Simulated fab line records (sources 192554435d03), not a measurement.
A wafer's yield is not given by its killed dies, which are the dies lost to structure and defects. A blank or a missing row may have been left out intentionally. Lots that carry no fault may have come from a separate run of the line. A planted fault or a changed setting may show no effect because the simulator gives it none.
Which tool is to blame? | flow n5Finfet | 36 wafers from 12 lots sampled at 4 of the route's 1938 steps

## WHAT THE GAUGES READ, wafer by wafer
N5_BEOL_M5_OVL_MEAS_12. Usual: M5_OVL -0.1 nm, standard deviation 0.64.
lot  | measured     | on         | M5_OVL (nm)    | flag
L892 | day 9 02:35  | overlay-01 | -0.7 -0.2 0.0  | 
L893 | day 9 02:44  | overlay-02 | 0.0 0.4 -0.1   | 
L894 | day 9 08:35  | overlay-01 | -0.1 -0.2 0.4  | 
L895 | day 9 09:05  | overlay-01 | 0.7 -0.2 -0.6  | 
L896 | day 9 19:02  | overlay-01 | -1.2 -1.6 -1.1 | 
L897 | day 9 19:04  | overlay-02 | 0.5 0.0 0.8    | 
L898 | day 9 22:39  | overlay-02 | 0.5 0.2 -0.5   | 
L903 | day 11 14:30 | overlay-01 | -1.0 -0.3 -0.6 | 
L909 | day 13 04:18 | overlay-02 | 0.0 0.5 -0.9   | 
L911 | day 13 17:39 | overlay-01 | -0.5 -1.0 -1.4 | 
L912 | day 13 17:50 | overlay-02 | 1.3 0.6 0.2    | 
L913 | day 13 21:10 | overlay-02 | 0.3 0.1 -0.1   | 

N5_BEOL_M5_OVL_MEAS_29. Usual: V4_OVL 0.1 nm, standard deviation 0.64.
lot  | measured     | on         | V4_OVL (nm)    | flag
L892 | day 9 03:33  | overlay-02 | 0.3 0.9 -0.1   | 
L893 | day 9 03:36  | overlay-01 | -0.6 -1.1 -0.2 | 
L894 | day 9 09:43  | overlay-01 | 0.6 -0.4 1.1   | 
L895 | day 9 13:34  | overlay-01 | 1.3 1.0 1.2    | 
L896 | day 9 21:35  | overlay-01 | -0.1 -0.6 0.4  | 
L897 | day 9 21:32  | overlay-02 | 0.7 0.6 0.3    | 
L898 | day 9 23:37  | overlay-02 | -0.7 -0.5 -0.3 | 
L903 | day 11 16:02 | overlay-01 | 1.5 1.2 0.8    | 
L909 | day 13 08:07 | overlay-01 | -0.4 -0.7 1.2  | 
L911 | day 13 19:55 | overlay-01 | 0.5 0.4 1.0    | 
L912 | day 13 19:52 | overlay-02 | -0.2 -1.1 -0.4 | 
L913 | day 14 00:23 | overlay-02 | 0.2 0.5 0.3    | 

## TOOL THAT RAN EACH LOT (tool first, then ch and the chambers of the sampled wafers, then the start)
lot  | N5_BEOL_M5_PECVD_70             | N5_BEOL_M5_COAT_65
L892 | pecvd-01 ch 0,1, day 9 01:32    | lithoTrack-05 ch 0, day 9 03:14
L893 | pecvd-04 ch 1,2, day 9 01:48    | lithoTrack-03 ch 0, day 9 03:17
L894 | pecvd-01 ch 0,1, day 9 07:44    | lithoTrack-02 ch 0, day 9 09:17
L895 | pecvd-03 ch 1,2, day 9 08:07    | lithoTrack-05 ch 0, day 9 13:15
L896 | pecvd-03 ch 0,1, day 9 17:03    | lithoTrack-05 ch 0, day 9 21:11
L897 | pecvd-03 ch 0,1, day 9 17:22    | lithoTrack-03 ch 0, day 9 21:11
L898 | pecvd-01 ch 0,1,2, day 9 20:37  | lithoTrack-03 ch 0, day 9 23:19
L903 | pecvd-04 ch 0,1,2, day 11 13:44 | lithoTrack-05 ch 0, day 11 15:25
L909 | pecvd-01 ch 1,2, day 13 02:54   | lithoTrack-05 ch 0, day 13 07:38
L911 | pecvd-04 ch 0,1, day 13 15:59   | lithoTrack-05 ch 0, day 13 19:23
L912 | pecvd-03 ch 2, day 13 16:14     | lithoTrack-02 ch 0, day 13 19:23
L913 | pecvd-04 ch 1,2, day 13 19:43   | lithoTrack-05 ch 0, day 14 00:05
- N5_BEOL_M5_PECVD_70: deposits SiO2 from TEOS/O2, target thk 16 nm, time 18 s.
- N5_BEOL_M5_COAT_65: time 60 s, resist thk 60 nm.

## AS READ BY THE TOOLS THEMSELVES (means over the sampled wafers that have a number; for cases with no such wafer, the mark the record gives instead)
N5_BEOL_M5_PECVD_70. Usual: heaterPowerW 699 W, standard deviation 68; showerheadPlenumPTorr 8.81 Torr, standard deviation 0.072; showerheadVppV 1323 V, standard deviation 64; throttleValvePct 22.3 %, standard deviation 1.2.
lot  | tool     | heaterPowerW (W) | showerheadPlenumPTorr (Torr) | showerheadVppV (V) | throttleValvePct (%) | flag
L892 | pecvd-01 | 648              | 8.79                         | 1273               | 23.2                 | 
L893 | pecvd-04 | 799              | 8.84                         | 1314               | 21.5                 | 
L894 | pecvd-01 | 595              | 8.79                         | 1270               | 23.2                 | 
L895 | pecvd-03 | 732              | 8.87                         | 1334               | 23.5                 | 
L896 | pecvd-03 | 683              | 8.91                         | 1320               | 23.6                 | 
L897 | pecvd-03 | 734              | 8.91                         | 1295               | 23.3                 | 
L898 | pecvd-01 | 663              | 8.79                         | 1333               | 22.1                 | 
L903 | pecvd-04 | 729              | 8.80                         | 1312               | 22.2                 | 
L909 | pecvd-01 | 688              | 8.84                         | 1394               | 21.6                 | 
L911 | pecvd-04 | 705              | 8.84                         | 1319               | 22.4                 | 
L912 | pecvd-03 | 691              | 8.74                         | 1287               | 20.8                 | 
L913 | pecvd-04 | 749              | 8.83                         | 1319               | 21.6                 | 

N5_BEOL_M5_COAT_65. Usual: 1499.7 rpm for spinSpeedRpm, sd 1.2.
lot  | tool          | spinSpeedRpm (rpm) | flag
L892 | lithoTrack-05 | 1500.9             | 
L893 | lithoTrack-03 | 1500.7             | 
L894 | lithoTrack-02 | 1500.3             | 
L895 | lithoTrack-05 | 1499.1             | 
L896 | lithoTrack-05 | 1498.0             | 
L897 | lithoTrack-03 | 1499.9             | 
L898 | lithoTrack-03 | 1499.8             | 
L903 | lithoTrack-05 | 1499.6             | 
L909 | lithoTrack-05 | 1499.3             | 
L911 | lithoTrack-05 | 1219.2             | OFF
L912 | lithoTrack-02 | 1498.8             | 
L913 | lithoTrack-05 | 1216.9             | OFF

## THE ANSWER, worked out from the rows above alone
Rule: take the mean of a lot's wafers that have a number; if it is more than 3 standard deviations from the usual mean, the lot is off. Also off: a lot with no number at a reading for which 4 or more lots have one. Any other lot the step has rows for is counted as sound. Order of review: gauges by route order, followed by the tools' own readings, for which a lot's mean as printed above is used. The first step at which some lot is off is used, and at that step the reading that is off furthest; a lot without a number counts as furthest.
Off: L911, L913 (N5_BEOL_M5_COAT_65, spinSpeedRpm).
A tool fits if, at that step or a process step before it, it ran every lot that is off, and no sound lot after the first of them. Undecided on this evidence; 2 tools fit (pecvd-04 at N5_BEOL_M5_PECVD_70, lithoTrack-05 at N5_BEOL_M5_COAT_65).

## WHAT THE SIMULATOR PUT IN
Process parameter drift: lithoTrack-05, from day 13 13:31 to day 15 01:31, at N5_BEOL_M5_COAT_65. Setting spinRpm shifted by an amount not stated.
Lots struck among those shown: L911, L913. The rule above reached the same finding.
